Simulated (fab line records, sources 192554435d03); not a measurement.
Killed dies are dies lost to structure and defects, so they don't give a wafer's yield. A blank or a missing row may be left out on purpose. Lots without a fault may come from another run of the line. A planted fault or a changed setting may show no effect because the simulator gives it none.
One fault seen from 2 desks | flow n5_finfet | each desk has only its own numbers; what lay behind them comes last

THE TOOL OWNER'S DESK: ald_sin-02
The tool's own readings at N5_MOL_CONTACT_COAG_ALD_123 (deposits SiNx, target thk 5 nm, pulse time 1 s, purge time 2 s): means of the sampled wafers that have a number, for each lot that ran on this tool. A lot is out of limits, marked OUT, if its mean lies more than 4 standard deviations from the usual mean; the brackets give that distance.
Columns: A = heater_power_w at N5_MOL_CONTACT_COAG_ALD_123, usual 852 W; B = precursor_pulse_height_rel at N5_MOL_CONTACT_COAG_ALD_123, usual 1.003
lot  | first seen here | A   | B
L449 | day 5 09:58     | 800 | 1.005
L450 | day 5 14:55     | 784 | 1.018
L455 | day 6 16:31     | 742 | 1.025
L466 | day 9 11:41     | 793 | 1.004
L471 | day 10 11:04    | 789 | 0.984
This desk's finding: nothing out of limits on any of the 5 lots.

THE METROLOGY DESK
What the gauges read, lot by lot, whatever tool the lot ran on: means of the sampled wafers that have a number. A lot is out of limits, marked OUT, if its mean lies more than 4 standard deviations from the usual mean; the brackets give that distance. Of its 11 readings 7 are shown: those that lie furthest out on some lot.
Columns: A = MD_CAP_THK at N5_MOL_CONTACT_COAG_THK_MEAS_29, usual 17.95 nm; B = DIBL_P at N5_BEOL_M4_RC_MEAS_101, usual 36.7 mV/V; C = IOFF_P at N5_BEOL_M4_RC_MEAS_101, usual 0.22 nA/um; D = ION_P at N5_BEOL_M4_RC_MEAS_101, usual 461 uA/um; E = SS_N at N5_BEOL_M4_RC_MEAS_101, usual 71.7 mV/dec; F = SS_P at N5_BEOL_M4_RC_MEAS_101, usual 73.4 mV/dec; G = VT_P at N5_BEOL_M4_RC_MEAS_101, usual -250 mV
lot  | first seen here | A     | B    | C    | D   | E    | F    | G
L449 | day 5 09:55     | 18.05 | 35.7 | 0.19 | 456 | 71.3 | 73.0 | -252
L450 | day 5 14:53     | 17.95 | 36.4 | 0.20 | 457 | 71.5 | 73.5 | -251
L454 | day 6 08:35     | 17.97 | 38.7 | 0.24 | 465 | 72.0 | 73.4 | -248
L455 | day 6 16:29     | 18.03 | 39.4 | 0.23 | 459 | 71.9 | 74.2 | -252
L462 | day 8 13:04     | 17.98 | 35.7 | 0.17 | 456 | 71.2 | 73.4 | -254
L464 | day 8 22:54     | 17.85 | 36.1 | 0.23 | 466 | 71.8 | 73.1 | -249
L466 | day 9 11:38     | 17.91 | 34.9 | 0.20 | 460 | 71.2 | 73.0 | -252
L467 | day 9 18:10     | 17.98 | 34.9 | 0.25 | 470 | 71.5 | 73.0 | -245
L469 | day 10 02:10    | 17.82 | 37.4 | 0.21 | 463 | 71.0 | 73.4 | -249
L471 | day 10 11:02    | 17.90 | 38.0 | 0.27 | 471 | 71.9 | 73.9 | -246
This desk's finding: nothing out of limits on any of the 10 lots.

PUT TOGETHER
The tool owner's desk saw nothing out of limits.
The metrology desk saw nothing out of limits.

WHAT THE SIMULATOR HAD PUT IN
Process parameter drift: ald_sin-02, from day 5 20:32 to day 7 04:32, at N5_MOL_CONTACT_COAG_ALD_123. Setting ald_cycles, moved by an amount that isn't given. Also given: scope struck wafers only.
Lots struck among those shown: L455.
